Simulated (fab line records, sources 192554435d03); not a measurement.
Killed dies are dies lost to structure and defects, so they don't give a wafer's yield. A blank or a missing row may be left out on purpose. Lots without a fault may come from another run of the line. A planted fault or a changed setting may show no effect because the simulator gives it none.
fab line records | flow n5_finfet
record lots=12 wafers=32 last_day=17
route steps=1938 shown BEOL_M5@1115 PASSIVATION@1936
lots that met no fault: from a run of the same line without faults
start_h: hours from the record's first day to the start of the lot's first wafer shown | wait_h: hours since the lot's step before | " the same as in the row above | L1.1+2: a row that stands for several wafers | - no value, or no start given | * or withheld: withheld | < > ~ a bound
route shown NAME@n: a module of which the file shows steps, and the number in the route of the first | usual: mean/standard deviation of fault-free wafers | same: alike in all rows | chamber/n: place in a boat | sites: the reading at each site | _std_site: their standard deviation | _edge_site: outer sites' mean less inner sites' | radius_mm: how far each site lies from the wafer's centre | mask NAME#n: copy n | behind: the tool/chamber that last shaped the wafer | hold: why the lot was held/for how many hours/how that ended | device: the transistor (n, p or np) that didn't switch | end of line: the same wafers' tests at the end of the route | a step without rows: its recipe alone | killed: dies lost to structure and defects at the first sort, not the wafer's yield | map: a wafer's dies, x killed, . not, _ none there
set.NAME: the setting as run; set.NAME@STEP: as run at that earlier step | model.NAME: the simulator's own value behind a step, which no gauge read
steps of the route over a sample of lots; a table a step, a row a wafer
services: from which hour (start_h, from the record's first day; less than 0 if before it) a tool's chamber was out of use, for how many hours, and why
## steps
# step N5_BEOL_M5_PECVD_70
# recipe material=SiO2 target_thk_a=160 temp_c=400 precursor=TEOS/O2 pressure_torr=5.5 rf_w=450 teos_flow_sccm=53.8 gas=O2 flow_sccm=3000 time_s=18
# usual chamber_pressure_Torr=5.500/0.011 heater_power_w=731/78 showerhead_plenum_p_Torr=8.77/0.072 throttle_valve_pct=22.0/1.4
# columns lot.wafer tool chamber start_h wait_h chamber_pressure_Torr heater_power_w showerhead_plenum_p_Torr throttle_valve_pct
L949.3 pecvd-01 2 192.28 0.0 5.499 887 8.75 23.0
L949.4 " 0 " " 5.514 670 8.75 21.4
L949.5 " 2 " " 5.509 899 8.72 22.9
L954.2 pecvd-02 1 207.78 0.0 5.486 642 8.84 23.1
L954.3 " 2 " " 5.479 686 8.77 19.8
L954.4 " 0 " " 5.490 666 8.73 21.9
L955.2 pecvd-04 0 208.69 0.0 5.485 712 8.79 23.0
L955.4 " 2 " " 5.508 619 8.83 19.9
L955.5 " 0 " " 5.485 710 8.77 23.3
L957.1 pecvd-02 2 211.60 0.0 5.517 609 8.76 19.4
L957.6 " 0 " " 5.515 640 8.73 21.8
L956.5 pecvd-02 0 215.45 0.1 5.516 725 8.71 22.2
L956.6 " 1 " " 5.518 693 8.85 23.3
L958.4 pecvd-04 2 231.70 0.1 5.486 706 8.82 19.7
L958.5 " 1 " " 5.494 777 8.88 22.1
L958.6 " 0 " " 5.500 742 8.76 23.1
L960.1 pecvd-01 0 252.58 0.0 5.508 782 8.75 21.5
L960.5 " 0 " " 5.499 775 8.75 21.6
L965.1 pecvd-01 0 272.65 0.0 5.500 685 8.75 21.5
L965.2 " 1 " " 5.512 715 8.64 24.2
L967.1 pecvd-04 2 281.91 0.0 5.494 685 8.80 20.1
L967.4 " 2 " " 5.501 692 8.80 19.8
L967.5 " 0 " " 5.494 784 8.79 23.4
L969.2 pecvd-01 2 308.11 0.0 5.481 916 8.70 21.2
L969.3 " 1 " " 5.517 708 8.64 24.4
L969.6 " 0 " " 5.494 754 8.76 21.4
L970.2 pecvd-01 1 315.19 0.0 5.482 668 8.68 24.1
L970.4 " 0 " " 5.508 776 8.74 21.6
L970.5 " 2 " " 5.520 795 8.70 21.5
L972.2 pecvd-04 1 317.80 0.0 5.501 806 8.88 22.0
L972.3 " 0 " " 5.518 832 8.76 23.4
L972.5 " 2 " " 5.540 603 8.82 20.0
# step N5_BEOL_M5_OVL_MEAS_12
# recipe points_per_wafer=522
# usual M5_OVL=-0.6/0.61
# columns lot.wafer tool chamber start_h wait_h M5_OVL[nm]
L949.3 overlay-01 0 194.06 0.0 -0.4
L949.4 " 0 " " -0.8
L949.5 " 0 " " -0.3
L954.2 overlay-01 0 210.05 0.0 -1.2
L954.3 " 0 " " -0.7
L954.4 " 0 " " -1.6
L955.2 overlay-02 0 210.41 0.0 -0.1
L955.4 " 0 " " 0.4
L955.5 " 0 " " -0.4
L957.1 overlay-02 0 213.36 0.0 -0.4
L957.6 " 0 " " -0.1
L956.5 overlay-01 0 219.80 0.0 -1.9
L956.6 " 0 " " -1.8
L958.4 overlay-01 0 233.22 0.0 -0.7
L958.5 " 0 " " -1.0
L958.6 " 0 " " -0.8
L960.1 overlay-01 0 255.28 0.0 0.1
L960.5 " 0 " " -0.7
L965.1 overlay-02 0 273.82 0.0 0.4
L965.2 " 0 " " -1.0
L967.1 overlay-02 0 282.95 0.0 -0.1
L967.4 " 0 " " 0.1
L967.5 " 0 " " -0.3
L969.2 overlay-01 0 310.21 0.0 -1.7
L969.3 " 0 " " -1.6
L969.6 " 0 " " -2.0
L970.2 overlay-01 0 316.16 0.0 -0.2
L970.4 " 0 " " -0.2
L970.5 " 0 " " -0.5
L972.2 overlay-01 0 319.89 0.0 -1.1
L972.3 " 0 " " -1.3
L972.5 " 0 " " -0.7
# step N5_BEOL_M5_HM_OPEN_17
# recipe chemistry=Cl2/BCl3 target_depth_a=200 overetch_a=60 target=TiN mask_material=SOC ion_energy_ev=150 pressure_mtorr=10 icp_w=1000 bias_w=126 Cl2_flow_sccm=53.25 bcl3_flow_sccm=21.75 Ar_flow_sccm=25
# usual drypump_motor_current_A=5.9/0.59 oes_product_au=0.71/0.071 throttle_valve_pct=22.0/0.35
# columns lot.wafer tool chamber start_h wait_h drypump_motor_current_A oes_product_au rf_hours_counter_h throttle_valve_pct
L949.3 rie_metal-02 1 194.64 0.1 6.0 0.67 - 22.5
L949.4 " 0 " " 5.6 0.61 - 22.0
L949.5 " 0 " " 5.6 0.61 - 22.0
L954.2 rie_metal-01 1 210.39 0.0 6.2 0.83 1 21.4
L954.3 " 1 " " 6.3 0.83 - 21.4
L954.4 " 0 " " 4.7 0.77 - 22.1
L955.2 rie_metal-03 0 210.97 0.0 6.3 0.76 14 22.0
L955.4 " 0 " " 6.3 0.76 - 22.0
L955.5 " 0 " " 6.4 0.76 - 22.0
L957.1 rie_metal-02 0 214.11 0.0 5.6 0.62 71 22.0
L957.6 " 1 " " 6.1 0.66 - 22.5
L956.5 rie_metal-02 0 220.17 0.1 5.6 0.60 - 22.0
L956.6 " 1 " " 6.0 0.67 - 22.5
L958.4 rie_metal-01 1 233.89 0.1 6.3 0.82 - 21.4
L958.5 " 1 " " 6.3 0.81 - 21.4
L958.6 " 0 " " 4.7 0.77 - 22.1
L960.1 rie_metal-02 0 255.67 0.0 5.6 0.61 75 22.0
L960.5 " 0 " " 5.6 0.60 - 22.0
L965.1 rie_metal-02 1 274.39 0.0 6.0 0.65 45 22.5
L965.2 " 0 " " 5.6 0.60 76 22.0
L967.1 rie_metal-01 0 283.58 0.0 4.7 0.74 17 22.1
L967.4 " 0 " " 4.7 0.74 - 22.1
L967.5 " 0 " " 4.7 0.74 - 22.2
L969.2 rie_metal-03 1 310.54 0.0 6.3 0.69 33 22.0
L969.3 " 0 " " 6.3 0.74 - 22.1
L969.6 " 1 " " 6.4 0.69 - 22.1
L970.2 rie_metal-03 1 316.49 0.0 6.4 0.68 33 22.0
L970.4 " 0 " " 6.3 0.74 - 22.1
L970.5 " 0 " " 6.3 0.72 - 22.0
L972.2 rie_metal-03 1 320.22 0.0 6.4 0.68 34 22.1
L972.3 " 1 " " 6.3 0.68 - 22.1
L972.5 " 0 " " 6.4 0.72 - 22.1
# step N5_BEOL_M5_COAT_74
# recipe resist=underlayer temp_c=205 time_s=60 spin_rpm=1500 resist_thk_nm=5
# usual heater_power_total_W=391.4/1.3 plate_temp_C=204.99/0.18
# columns lot.wafer tool chamber start_h wait_h heater_power_total_W plate_temp_C
L949.3 litho_track-05 0 194.83 - 391.9 204.89
L949.4 " 0 " " 389.9 204.90
L949.5 " 0 " " 391.6 205.14
L954.2 litho_track-04 0 211.71 - 391.3 204.96
L954.3 " 0 " " 390.1 204.62
L954.4 " 0 " " 392.5 204.69
L955.2 litho_track-04 0 211.83 - 390.4 205.06
L955.4 " 0 " " 392.8 204.93
L955.5 " 0 " " 389.9 205.12
L957.1 litho_track-03 0 218.34 - 390.9 205.04
L957.6 " 0 " " 391.0 205.10
L956.5 litho_track-05 0 221.62 - 393.8 204.93
L956.6 " 0 " " 393.6 204.94
L958.4 litho_track-05 0 235.18 - 390.7 204.80
L958.5 " 0 " " 389.6 204.61
L958.6 " 0 " " 390.1 204.97
L960.1 litho_track-04 0 255.99 - 390.3 204.49
L960.5 " 0 " " 392.8 205.04
L965.1 litho_track-03 0 281.61 - 389.7 205.16
L965.2 " 0 " " 391.0 205.11
L967.1 litho_track-04 0 283.84 - 389.2 203.31
L967.4 " 0 " " 386.8 202.94
L967.5 " 0 " " 386.8 203.08
L969.2 litho_track-04 0 311.27 - 388.5 202.71
L969.3 " 0 " " 387.1 202.84
L969.6 " 0 " " 386.6 202.74
L970.2 litho_track-03 0 317.94 - 390.1 204.92
L970.4 " 0 " " 393.0 204.91
L970.5 " 0 " " 389.8 204.81
L972.2 litho_track-05 0 323.97 - 390.5 205.01
L972.3 " 0 " " 391.2 204.89
L972.5 " 0 " " 390.5 205.01
# step N5_PASSIVATION_PROBE_49
# usual defect_limited_yield=91.3/1.5 killed_at_M0_to_M3=31/11 killed_at_M4_up=14/5.1 killed_at_contacts=12/5.6 killed_at_front_end=42/12 killed_at_other=3.8/2.9 killed_dies=103/18 killed_open=67/14 killed_short=33/8 sort_bin_5_function=5.1/1 sort_bin_6_memory=3.2/0.75 sort_n_pass=1077/18 sort_yield_pct=91.3/1.5
# same gross_dies=1180 killed_at_back_side=0 sort_bin_4_leakage[%]=0 sort_bin_8_speed[%]=0
# columns lot.wafer tool chamber start_h wait_h defect_limited_yield[%] killed_at_M0_to_M3 killed_at_M4_up killed_at_contacts killed_at_front_end killed_at_other killed_dies killed_open killed_short sort_bin_5_function[%] sort_bin_6_memory[%] sort_n_pass sort_yield_pct[%]
L965.1 prober-02 - 384.22 0.0 87.7 48 5 13 77 2 145 97 38 7.5 4.0 1035 87.7
L965.2 prober-02 - 384.27 0.1 90.8 40 10 9 46 3 108 68 39 5.3 3.6 1072 90.8
# killed by level:class
L965.1 STI_FIN_REVEAL:geometric_particle:open=29 BEOL_M3:geometric_particle:open=13 MOL_CONTACT_COAG:geometric_particle:open=11 BEOL_M2:geometric_particle:open=11 FIN_SAQP:geometric_particle:short=10 BEOL_M1:geometric_particle:open=9 HKMG_FIN:area_etch=9 FIN_SAQP:geometric_particle:open=6
L965.2 FIN_SAQP:geometric_particle:open=15 FIN_SAQP:geometric_particle:short=13 BEOL_M0_SAQP:geometric_particle:open=11 BEOL_M3:geometric_particle:open=8 MOL_CONTACT_COAG:geometric_particle:open=8 BEOL_M0_SAQP:geometric_particle:short=7 BEOL_M1:geometric_particle:open=7 GATE_CUT:geometric_particle:short=4
## services
# columns tool chamber start_h hours kind
pecvd-01 2 170.77 - calibration
rie_metal-01 1 180.25 2.8 repair
rie_metal-01 1 183.06 - clean
rie_metal-01 1 183.06 12.9 scheduled_down
rie_metal-01 1 183.06 12.9 vent_cycle
litho_track-05 - 190.79 - consumable_replace:filter
pecvd-01 - 200.16 2.8 pm
pecvd-02 0 226.37 5.5 scheduled_down
pecvd-02 0 233.12 2.1 scheduled_down
litho_track-04 - 257.54 - consumable_replace:filter
pecvd-01 - 258.95 5.1 repair
rie_metal-02 1 281.50 1.1 repair
pecvd-04 1 287.77 1.9 repair
pecvd-04 2 296.36 2.1 scheduled_down
pecvd-02 - 316.12 14.6 pm
pecvd-01 0 320.34 2.1 scheduled_down
## key
first_sign step=N5_BEOL_M5_COAT_74 reading=plate_temp_C direction=down sigmas=12 usual=* struck=*
effect step=N5_BEOL_M5_COAT_74 reading=heater_power_total_W direction=down sigmas=3.1 usual=* struck=*
met_at N5_BEOL_M5_COAT_74
struck_lots L967,L969
not_acting_at N5_BEOL_M5_PECVD_70,N5_BEOL_M5_OVL_MEAS_12,N5_BEOL_M5_HM_OPEN_17
onset_between 255.99 283.84
fault kind=process_parameter_drift tool=litho_track-04 chamber=- onset_h=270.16 steps=N5_BEOL_M5_COAT_74 channel=temp_c offset=* shape=step end_h=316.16 acts_in=* stated=*
